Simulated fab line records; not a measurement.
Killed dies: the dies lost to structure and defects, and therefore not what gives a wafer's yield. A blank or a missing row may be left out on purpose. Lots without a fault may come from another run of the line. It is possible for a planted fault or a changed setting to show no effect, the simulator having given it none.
Chamber matching || flow nandHarc || 4 sister chambers for NHARC_A_CONTACT_ETCH_90 on rieDiel-09
The step etches the open film in CH3F/O2, target depth 40 nm, time 85.7 s. 4 wafers are shown with their chamber, then 12 later ones without.

WAFERS PAIRED WITH THEIR CHAMBERS
{"wafer": "L090.3", "chamber": 1, "showerheadPlenumPTorr (Torr)": 2.32}
{"wafer": "L087.2", "chamber": 2, "showerheadPlenumPTorr (Torr)": 2.65}
{"wafer": "L091.5", "chamber": 0, "showerheadPlenumPTorr (Torr)": 2.60}
{"wafer": "L091.6", "chamber": 3, "showerheadPlenumPTorr (Torr)": 2.42}

WAFERS WITHOUT THEIR CHAMBER
{"wafer": "L092.1", "showerheadPlenumPTorr (Torr)": 2.60}
{"wafer": "L092.2", "showerheadPlenumPTorr (Torr)": 2.32}
{"wafer": "L092.5", "showerheadPlenumPTorr (Torr)": 2.42}
{"wafer": "L094.1", "showerheadPlenumPTorr (Torr)": 2.65}
{"wafer": "L094.3", "showerheadPlenumPTorr (Torr)": 2.59}
{"wafer": "L094.4", "showerheadPlenumPTorr (Torr)": 2.42}
{"wafer": "L093.2", "showerheadPlenumPTorr (Torr)": 2.59}
{"wafer": "L093.4", "showerheadPlenumPTorr (Torr)": 2.31}
{"wafer": "L093.6", "showerheadPlenumPTorr (Torr)": 2.59}
{"wafer": "L096.1", "showerheadPlenumPTorr (Torr)": 2.65}
{"wafer": "L096.4", "showerheadPlenumPTorr (Torr)": 2.41}
{"wafer": "L096.6", "showerheadPlenumPTorr (Torr)": 2.65}

EACH ONE'S CHAMBER
{"wafer": "L092.1", "from the rows above": 0, "in truth": 0}
{"wafer": "L092.2", "from the rows above": 1, "in truth": 1}
{"wafer": "L092.5", "from the rows above": 3, "in truth": 3}
{"wafer": "L094.1", "from the rows above": 2, "in truth": 2}
{"wafer": "L094.3", "from the rows above": 0, "in truth": 0}
{"wafer": "L094.4", "from the rows above": 3, "in truth": 3}
{"wafer": "L093.2", "from the rows above": 0, "in truth": 0}
{"wafer": "L093.4", "from the rows above": 1, "in truth": 1}
{"wafer": "L093.6", "from the rows above": 0, "in truth": 0}
{"wafer": "L096.1", "from the rows above": 2, "in truth": 2}
{"wafer": "L096.4", "from the rows above": 3, "in truth": 3}
{"wafer": "L096.6", "from the rows above": 2, "in truth": 2}
Correct placement for 12 of the 12. Not placeable from these rows: 0. Wrongly placed: 0.
How it was worked out, from the rows above alone: a wafer's distance from a chamber is the root of the sum, over the readings, of the square of ((its reading less the chamber's mean) divided by the reading's scatter). If the next closest chamber is less than 2 further off than the closest, the wafer can't be placed; otherwise it belongs to the closest. The mean given for a chamber averages the wafers shown for that chamber. The scatter (one wafer shown for each chamber): square how far every hidden wafer sits from the nearest shown wafer, average those squares and take the square root.
